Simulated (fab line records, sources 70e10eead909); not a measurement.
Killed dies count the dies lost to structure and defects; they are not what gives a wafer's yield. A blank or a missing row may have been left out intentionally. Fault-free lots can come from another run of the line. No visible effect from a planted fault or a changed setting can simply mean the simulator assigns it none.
fab line records | flow nandHarc
[record] lots = 7 wafers = 18 lastDay = 24
route steps=1159 shown P_CONTACT@237 END@1159
lots with no fault: from the same line, run without faults
startH: hours from the record's first day to the start of the lot's first wafer shown | waitH: time in hours since the lot's previous step | " the same as in the row above | L1.1+2: several wafers, shown together as one row | - no value present, or no start provided | * or withheld: withheld | < > ~ a bound
route shown NAME@n: a module of which the file shows steps, and the number in the route of the first | usual: mean/standard deviation taken from wafers without a fault | same: alike in all rows | chamber/n: place in a boat | sites: the reading at each site | _std_site: the values' standard deviation | _edge_site: the outer-site mean with the inner-site mean subtracted | radiusMm: how far each site lies from the wafer's centre | mask NAME#n: copy n | behind: the tool/chamber that last shaped the wafer | hold: what put the lot on hold/how long, in hours/how the hold closed | device: names the non-switching transistor (n, p or np) | end of line: the route-end tests of the same wafers | a step given without rows: its recipe and nothing more | killed: at the first sort, the dies lost to defects and structure; wafer yield is something else | map: a wafer's dies, x killed, . not, _ none there
set.NAME: the run value of the setting; set.NAME@STEP: its run value at that earlier step | model.NAME: the simulator's own value behind a step, which no gauge read
lots at selected steps of the route; one table per step, one row per wafer
services: from which hour (startH, from the record's first day; less than 0 if before it) a tool's chamber was out of use, for how many hours, and why
[[steps]]
[step NHARC_P_CONTACT_ETCH_36]
[recipe] targetDepthA = 2600 overEtchFrac = 0.25 timeS = 406.25 ionEnergyEv = 200 n2FlowSccm = 150 h2FlowSccm = 150 arFlowSccm = 0 rfW = 400 biasW = 150 chemistry = N2/H2
[step NHARC_P_CONTACT_ETCH_18]
[recipe] targetDepthA = 4810 timeS = 240.5 c4f8FlowSccm = 20 o2FlowSccm = 10 arFlowSccm = withheld rfW = 600 biasW = 1500 chemistry = C4F8/O2/Ar
[step NHARC_P_CONTACT_STRIP_37]
[recipe] c4f8FlowSccm = withheld o2FlowSccm = 8 arFlowSccm = withheld biasW = 0 chemistry = C4F8/O2/Ar
[step NHARC_P_CONTACT_ETCH_31]
[recipe] targetDepthA = 300 timeS = 85.7 ionEnergyEv = 120 overEtchFrac = 1 ch3fFlowSccm = 50 o2FlowSccm = 30 arFlowSccm = 200 rfW = 500 biasW = 100 chemistry = CH3F/O2
[step NHARC_P_CONTACT_CD_MEAS_19]
[usual] cdNm = 89.7/0.9
// columns lot.wafer tool chamber startH waitH cdNm
L756.2 cdSem-02 - 127.07 - 89.6
L756.3 " - " " 90.1
L756.5 " - " " 89.8
L759.1 cdSem-02 - 140.22 - 90.0
L759.3 " - " " 88.0
L759.5 " - " " 90.6
L764.4 cdSem-01 - 166.97 - 90.1
L764.6 " - " " 89.7
L765.4 cdSem-03 - 190.60 - 89.8
L765.6 " - " " 89.8
L768.5 cdSem-01 - 198.07 - 90.9
L768.6 " - " " 89.1
L773.1 cdSem-03 - 226.81 - 89.0
L773.3 " - " " 90.5
L773.5 " - " " 91.0
L775.4 cdSem-02 - 238.70 - 90.1
L775.5 " - " " 89.7
L775.6 " - " " 89.9
[step NHARC_P_CONTACT_STRIP_28]
[recipe] o2FlowSccm = 500 arFlowSccm = 0 biasW = 0 chemistry = O2
[usual] drypumpMotorCurrentA = 5.8/0.55 o2FlowSccm = 500.2/1.4 oesProductAu = 0.998/0.0074 rfVppV = 57.7/0.87 showerheadPlenumPTorr = 3.55/0.14 throttleValvePct = 17.035/0.0096
// columns lot.wafer tool chamber startH waitH drypumpMotorCurrentA o2FlowSccm oesProductAu rfHoursCounterH rfVppV showerheadPlenumPTorr throttleValvePct
L756.3 rieDiel-12 3 127.14 0.1 5.8 499.2 1.007 10 56.9 3.65 17.046
L756.2 " 1 " " 5.5 499.4 1.001 6 58.0 3.66 17.036
L756.5 " 0 " " 6.8 502.2 1.004 - 57.1 3.43 17.049
L759.3 rieDiel-06 2 140.29 0.1 5.3 500.1 1.009 21 58.3 3.80 17.045
L759.1 " 0 " " 5.0 501.4 1.012 25 58.5 3.74 17.045
L759.5 " 2 " " 5.3 502.3 1.012 - 58.3 3.80 17.041
L764.4 rieDiel-12 3 167.08 0.1 5.7 500.2 0.997 14 59.5 3.65 17.049
L764.6 " 0 " " 6.7 500.3 1.007 - 56.3 3.43 17.018
L765.4 rieDiel-12 1 190.71 0.1 5.5 500.2 1.011 13 57.3 3.66 17.036
L765.6 " 1 " " 5.5 500.7 0.993 - 58.1 3.65 17.032
L768.5 rieDiel-12 1 198.21 0.1 5.5 497.5 1.003 - 59.7 3.65 17.049
L768.6 " 2 " " 5.8 501.6 0.997 - 57.2 3.41 17.033
L773.1 rieDiel-12 0 226.89 0.1 6.7 500.5 0.991 2 57.1 3.42 17.044
L773.3 " 3 " " 5.7 498.1 0.982 2 57.9 3.64 17.025
L773.5 " 0 " " 6.7 500.0 0.988 - 57.5 3.42 17.039
L775.4 rieDiel-06 1 238.77 0.1 5.2 499.9 1.006 61 57.4 3.56 17.037
L775.5 " 1 " " 5.2 501.2 1.003 - 59.6 3.57 17.032
L775.6 " 2 " " 5.3 500.7 1.004 - 58.1 3.77 17.029
[step NHARC_P_CONTACT_STRIP_29]
[recipe] timeS = 1200 tempC = 72.5 chemistry = postEtchResidueRemover
[step NHARC_P_CONTACT_DEGAS_38]
[recipe] tempC = 300 timeS = 60
[usual] heaterPowerW = 457/52
// columns lot.wafer tool chamber startH waitH heaterPowerW
L756.2 pvdSputter-02 - 127.78 - 406
L756.3 " - " " 595
L756.5 " - " " 433
L759.1 pvdSputter-01 - 140.96 - 428
L759.3 " - " " 416
L759.5 " - " " 511
L764.4 pvdSputter-03 - 167.69 - 377
L764.6 " - " " 454
L765.4 pvdSputter-02 - 191.34 - 430
L765.6 " - " " 491
L768.5 pvdSputter-03 - 198.86 - 385
L768.6 " - " " 445
L773.3 pvdSputter-03 - 227.54 - 383
L773.1 " - " " 456
L773.5 " - " " 475
L775.4 pvdSputter-02 - 239.42 - 525
L775.5 " - " " 420
L775.6 " - " " 583
[step NHARC_P_CONTACT_PRE_CLEAN_39]
[recipe] timeS = 19.5 biasV = 250 gas = Ar
[step NHARC_P_CONTACT_PVD_32]
[recipe] targetThkA = 50 chamberPressurePa = 5 powerW = 5000 substrateTempC = 200 timeS = 17.7 material = Ti
[usual] throttleValvePct = 30.5/0.72
// columns lot.wafer tool chamber startH waitH throttleValvePct
L756.3 pvdSputter-02 - - - 31.3
L756.2 " - " " 29.9
L756.5 " - " " 31.5
L759.3 pvdSputter-01 - - - 30.8
L759.1 " - " " 30.3
L759.5 " - " " 30.8
L764.4 pvdSputter-03 - - - 30.3
L764.6 " - " " 31.6
L765.4 pvdSputter-02 - - - 31.4
L765.6 " - " " 31.2
L768.5 pvdSputter-03 - - - 29.5
L768.6 " - " " 30.2
L773.1 pvdSputter-03 - - - 29.5
L773.3 " - " " 30.1
L773.5 " - " " 30.8
L775.4 pvdSputter-02 - - - 31.8
L775.6 " - " " 29.7
L775.5 " - " " 29.3
[step NHARC_P_CONTACT_ALD_22]
[recipe] targetThkA = 30 pulseTimeS = 1 aldCycles = 150 tempC = 450 material = TiN
[usual] heaterPowerOuterW = 676/58 heaterPowerW = 1035/91 precursorPulseHeightRel = 1.000/0.019
// columns lot.wafer tool chamber startH waitH heaterPowerOuterW heaterPowerW precursorPulseHeightRel sinceWetCleanH
L756.3 aldMetal-04 0 128.06 - 770 1174 1.017 68
L756.2 " 1 " " 675 961 1.009 68
L756.5 " 3 " " 578 929 1.008 -
L759.1 aldMetal-01 2 141.19 - 766 1060 1.030 29
L759.3 " 0 " " 626 935 1.028 29
L759.5 " 2 " " 782 1060 0.986 -
L764.4 aldMetal-03 1 167.97 - 690 977 0.989 14
L764.6 " 0 " " 733 1185 1.008 -
L765.4 aldMetal-03 3 191.64 - 628 1015 0.997 37
L765.6 " 1 " " 698 1008 1.017 -
L768.5 aldMetal-04 0 199.35 - 780 1162 0.977 -
L768.6 " 1 " " 688 948 1.037 -
L773.1 aldMetal-01 0 227.95 - 601 936 1.004 116
L773.3 " 3 " " 628 981 0.987 116
L773.5 " 0 " " 608 936 1.000 -
L775.4 aldMetal-04 1 239.66 - 669 961 1.004 2
L775.5 " 0 " " 733 1102 1.039 -
L775.6 " 1 " " 670 952 0.968 -
[step NHARC_P_CONTACT_CVD_23]
[recipe] targetThkA = 2000 tempC = 300 pressureTorr = 40 wf6FlowSccm = 40 h2FlowSccm = 1600 arFlowSccm = 1560 timeS = 557 material = W
[usual] heaterPowerOuterW = 271/41 heaterPowerW = 475/54 throttleValvePct = 8.01/0.25
// columns lot.wafer tool chamber startH waitH heaterPowerOuterW heaterPowerW sinceWetCleanH throttleValvePct
L756.2 cvdW-02 1 - - 199 364 105 7.93
L756.3 " 1 " " 197 361 - 8.07
L756.5 " 1 " " 194 361 - 8.02
L759.1 cvdW-02 1 - - 198 366 115 8.11
L759.3 " 1 " " 195 368 - 8.19
L759.5 " 0 " " 325 548 - 7.63
L764.4 cvdW-02 1 - - 197 371 - 8.19
L764.6 " 0 " " 321 524 - 7.85
L765.4 cvdW-01 0 - - 253 464 - 7.84
L765.6 " 0 " " 260 474 - 7.79
L768.5 cvdW-01 1 - - 302 484 - 8.55
L768.6 " 0 " " 250 493 - 7.89
L773.1 cvdW-01 1 - - 298 497 103 8.26
L773.3 " 1 " " 299 495 - 8.25
L773.5 " 0 " " 254 484 - 8.05
L775.4 cvdW-01 1 - - 304 489 - 8.43
L775.6 " 1 " " 295 497 - 8.41
L775.5 " 0 " " 254 484 - 7.60
[step NHARC_P_CONTACT_CMP_24]
[recipe] tOverpolishS = 30 targetThkNm = 200
[usual] motorCurrentA = 12.2/1.2 overpolishRunS = 30.000/0.01 timeToEndpointS = 40.3/2.1
// columns lot.wafer tool chamber startH waitH motorCurrentA overpolishRunS timeToEndpointS
L756.2 cmp-02 1 132.65 0.5 12.7 30.001 42.9
L756.3 " 0 " " 12.6 29.996 43.7
L756.5 " 1 " " 12.6 30.011 42.1
L759.1 cmp-02 3 142.99 0.6 14.1 29.993 39.1
L759.3 " 1 " " 11.8 29.992 40.5
L759.5 " 3 " " 13.7 30.009 41.6
L764.4 cmp-02 3 168.79 0.4 13.6 30.009 21.0
L764.6 " 0 " " 12.5 29.980 42.9
L765.4 cmp-02 3 192.69 0.5 14.4 30.006 22.1
L765.6 " 0 " " 13.0 30.004 43.3
L768.6 cmp-02 0 202.44 0.2 12.7 29.983 42.6
L768.5 " 1 " " 12.6 29.990 21.5
L773.1 cmp-04 1 231.80 0.6 11.3 30.011 42.5
L773.3 " 0 " " 11.9 29.994 41.3
L773.5 " 1 " " 11.9 29.996 42.0
L775.4 cmp-03 0 243.91 0.4 9.5 30.004 41.6
L775.5 " 3 " " 12.5 29.993 42.6
L775.6 " 0 " " 10.0 29.991 42.1
[step NHARC_END_SORT_01]
[recipe] tempC = 25
[usual] killedAtArray = 26/9.6 killedAtOther = 0.7/0.92 killedAtPeriphery = 3.8/2.7 killedDies = 31/10 killedOpen = 3.3/1.7 killedShort = 1.8/1.3
[same] grossDies = 677
// columns lot.wafer tool chamber startH waitH killedAtArray killedAtOther killedAtPeriphery killedDies killedOpen killedShort
L756.2 prober-01 0 452.67 2.8 15 1 2 18 1 2
L756.3 prober-01 0 453.47 3.1 13 1 1 15 2 1
L756.5 prober-01 0 455.06 3.7 17 3 3 23 8 1
L759.1 prober-01 0 467.53 2.5 13 1 3 17 4 1
L759.3 prober-01 0 469.13 3.1 12 0 2 14 2 5
L759.5 prober-01 0 470.73 3.7 15 0 2 17 7 0
L764.4 prober-02 0 488.53 3.4 26 1 1 28 0 2
L764.6 prober-02 0 490.16 4.1 33 0 2 35 2 1
L765.4 prober-01 0 524.44 3.4 39 0 1 40 2 1
L765.6 prober-01 0 526.04 4.0 40 0 6 46 1 5
L775.4 prober-02 0 563.31 3.4 38 0 1 39 4 3
L775.5 prober-02 0 564.11 3.7 29 1 1 31 1 5
L775.6 prober-02 0 564.92 4.0 39 1 4 44 5 2
L773.1 prober-01 0 568.72 2.5 25 0 0 25 2 0
L773.3 prober-01 0 570.34 3.1 26 3 4 33 4 0
L773.5 prober-01 0 571.97 3.7 31 1 1 33 0 0
// killed by level:class
L756.2 A_SLIT:chamberFilmFlake=6 A_CONTACT:chamberFilmFlake=4 A_CHANNEL_FILL_D1:geometricParticle:short=1 A_WL_FILL:geometricParticle:short=1 A_CONTACT:geometricParticle:open=1 P_STI:chamberFilmFlake=1 P_GATE:chamberFilmFlake=1 A_WL_FILL:chamberFilmFlake=1
L756.3 A_SLIT:chamberFilmFlake=5 A_CHANNEL_HOLE_D1:chamberFilmFlake=3 P_M1:geometricParticle:open=1 A_WL_FILL:geometricParticle:short=1 A_M0:geometricParticle:open=1 A_CHANNEL_FILL_D1:chamberFilmFlake=1 A_WL_FILL:chamberFilmFlake=1 A_CONTACT:chamberFilmFlake=1
L756.5 A_SLIT:chamberFilmFlake=7 THIN_TSV:chamberFilmFlake=3 A_ONON_D1:geometricParticle:open=2 A_CONTACT:geometricParticle:open=2 P_CONTACT:geometricParticle:open=1 P_M0:geometricParticle:short=1 P_M0:geometricParticle:open=1 A_CHANNEL_FILL_D1:geometricParticle:open=1
L759.1 A_CHANNEL_HOLE_D1:chamberFilmFlake=4 A_CONTACT:chamberFilmFlake=4 P_M0:geometricParticle:open=1 A_ONON_D1:geometricParticle:open=1 A_CHANNEL_FILL_D1:geometricParticle:short=1 A_STAIRCASE:geometricParticle:open=1 A_SGD_CUT:geometricParticle:open=1 P_ZERO_WELL:chamberFilmFlake=1
L759.3 A_SGD_CUT:geometricParticle:short=2 A_STAIRCASE:chamberFilmFlake=2 A_CONTACT:chamberFilmFlake=2 P_M1:geometricParticle:short=1 A_ONON_D1:geometricParticle:short=1 A_STAIRCASE:geometricParticle:open=1 A_WL_FILL:geometricParticle:short=1 A_CONTACT:geometricParticle:open=1
L759.5 A_CHANNEL_HOLE_D1:chamberFilmFlake=3 A_STAIRCASE:chamberFilmFlake=3 A_CONTACT:geometricParticle:open=2 A_CONTACT:chamberFilmFlake=2 P_M0:geometricParticle:open=1 A_ONON_D1:geometricParticle:open=1 A_CHANNEL_FILL_D1:geometricParticle:open=1 A_SGD_CUT:geometricParticle:open=1
L764.4 A_CHANNEL_HOLE_D1:chamberFilmFlake=11 A_SLIT:chamberFilmFlake=7 A_SGD_CUT:chamberFilmFlake=3 A_CONTACT:chamberFilmFlake=2 A_M0:geometricParticle:short=1 A_M1:geometricParticle:short=1 P_GATE:chamberFilmFlake=1 A_ZERO_WELL:chamberFilmFlake=1
L764.6 A_CHANNEL_HOLE_D1:chamberFilmFlake=15 A_SLIT:chamberFilmFlake=9 A_ZERO_WELL:chamberFilmFlake=3 A_SGD_CUT:chamberFilmFlake=2 P_M0:geometricParticle:open=1 A_ONON_D1:geometricParticle:open=1 A_CHANNEL_FILL_D1:geometricParticle:short=1 P_GATE:chamberFilmFlake=1
L765.4 A_CHANNEL_HOLE_D1:chamberFilmFlake=13 A_SLIT:chamberFilmFlake=9 A_CONTACT:chamberFilmFlake=6 A_SGD_CUT:chamberFilmFlake=4 A_CHANNEL_FILL_D1:chamberFilmFlake=3 P_M0:geometricParticle:short=1 A_CONTACT:geometricParticle:open=1 A_M0:geometricParticle:open=1
L765.6 A_CHANNEL_HOLE_D1:chamberFilmFlake=21 A_SGD_CUT:chamberFilmFlake=6 A_CHANNEL_FILL_D1:chamberFilmFlake=3 A_SLIT:chamberFilmFlake=3 P_M0:chamberFilmFlake=2 A_WL_FILL:chamberFilmFlake=2 P_CONTACT:geometricParticle:short=1 P_M0:geometricParticle:short=1
L775.4 A_CHANNEL_HOLE_D1:chamberFilmFlake=25 A_CONTACT:chamberFilmFlake=4 A_ONON_D1:geometricParticle:short=2 P_M0:geometricParticle:open=1 A_ONON_D1:geometricParticle:open=1 A_CHANNEL_FILL_D1:geometricParticle:short=1 A_CONTACT:geometricParticle:open=1 A_BLC:geometricParticle:open=1
L775.5 A_CHANNEL_HOLE_D1:chamberFilmFlake=18 A_WL_FILL:chamberFilmFlake=3 A_CONTACT:chamberFilmFlake=3 A_CHANNEL_FILL_D1:geometricParticle:short=2 P_GATE:geometricParticle:short=1 A_SOURCE_PLATE:geometricParticle:open=1 A_CHANNEL_HOLE_D1:geometricParticle:short=1 A_WL_FILL:geometricParticle:short=1
L775.6 A_CHANNEL_HOLE_D1:chamberFilmFlake=26 A_CONTACT:geometricParticle:open=2 A_CHANNEL_FILL_D1:chamberFilmFlake=2 A_WL_FILL:chamberFilmFlake=2 A_CONTACT:chamberFilmFlake=2 P_CONTACT:geometricParticle:short=1 A_ONON_D1:geometricParticle:open=1 A_CHANNEL_FILL_D1:geometricParticle:open=1
L773.1 A_CONTACT:chamberFilmFlake=14 A_CHANNEL_HOLE_D1:chamberFilmFlake=6 A_STAIRCASE:chamberFilmFlake=3 A_ONON_D1:geometricParticle:open=1 A_SGD_CUT:geometricParticle:open=1
L773.3 A_CHANNEL_HOLE_D1:chamberFilmFlake=11 A_CONTACT:chamberFilmFlake=6 A_STAIRCASE:chamberFilmFlake=5 THIN_TSV:chamberFilmFlake=3 P_CONTACT:geometricParticle:open=2 P_GATE:geometricParticle:open=1 A_CONTACT:geometricParticle:open=1 P_M0:chamberFilmFlake=1
L773.5 A_CONTACT:chamberFilmFlake=15 A_CHANNEL_HOLE_D1:chamberFilmFlake=13 A_STAIRCASE:chamberFilmFlake=3 P_ZERO_WELL:chamberFilmFlake=1 THIN_TSV:chamberFilmFlake=1
[[services]]
// columns tool chamber startH hours kind
cvdW-01 - 115.39 13.0 pm
cmp-02 - 128.50 4.0 pm
cmp-02 - 134.29 1.5 repair
aldMetal-03 3 141.61 2.1 repair
aldMetal-03 - 144.18 10.0 pm
cmp-02 - 145.79 3.1 repair
aldMetal-04 2 148.59 12.4 repair
pvdSputter-01 - 158.00 10.0 pm
rieDiel-06 - 165.24 0.6 repair
cmp-02 - 173.00 0.4 repair
pvdSputter-01 - 179.54 2.9 repair
rieDiel-12 - 186.53 0.4 repair
cvdW-02 - 195.00 13.0 pm
pvdSputter-02 - 195.66 9.3 repair
cmp-02 - 195.89 4.7 repair
rieDiel-06 - 199.66 3.1 repair
rieDiel-12 - 202.45 9.0 pm
aldMetal-01 0 209.83 4.6 repair
pvdSputter-02 - 214.04 10.0 pm
cmp-02 - 226.50 4.0 pm
aldMetal-04 - 228.00 10.0 pm
aldMetal-01 1 230.54 24.5 repair
cmp-02 - 233.37 2.2 repair
rieDiel-06 - 241.85 9.0 pm
[[key]]
[firstSign] step = NHARC_P_CONTACT_CMP_24 reading = timeToEndpointS direction = down sigmas = 9 usual = * struck = *
effect none on later readings
metAt NHARC_P_CONTACT_CMP_24
struckWafers L764.4,L765.4,L768.5
testerLeftOut L764,L765,L768
onsetBetween 142.99 168.79
[fault] kind = processParameterDrift tool = cmp-02 chamber = - onsetH = 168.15 steps = NHARC_P_CONTACT_CMP_24 channel = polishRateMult offset = 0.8 shape = step endH = 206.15 scope = struckWafersOnly
// testerLeftOut: of these lots the tester's yield and bins aren't shown, on N5 and GAA mostly nor the transistor test; their killed dies are dies lost to structure and defects alone, not to doping, threshold or leakage, so they don't give the yield
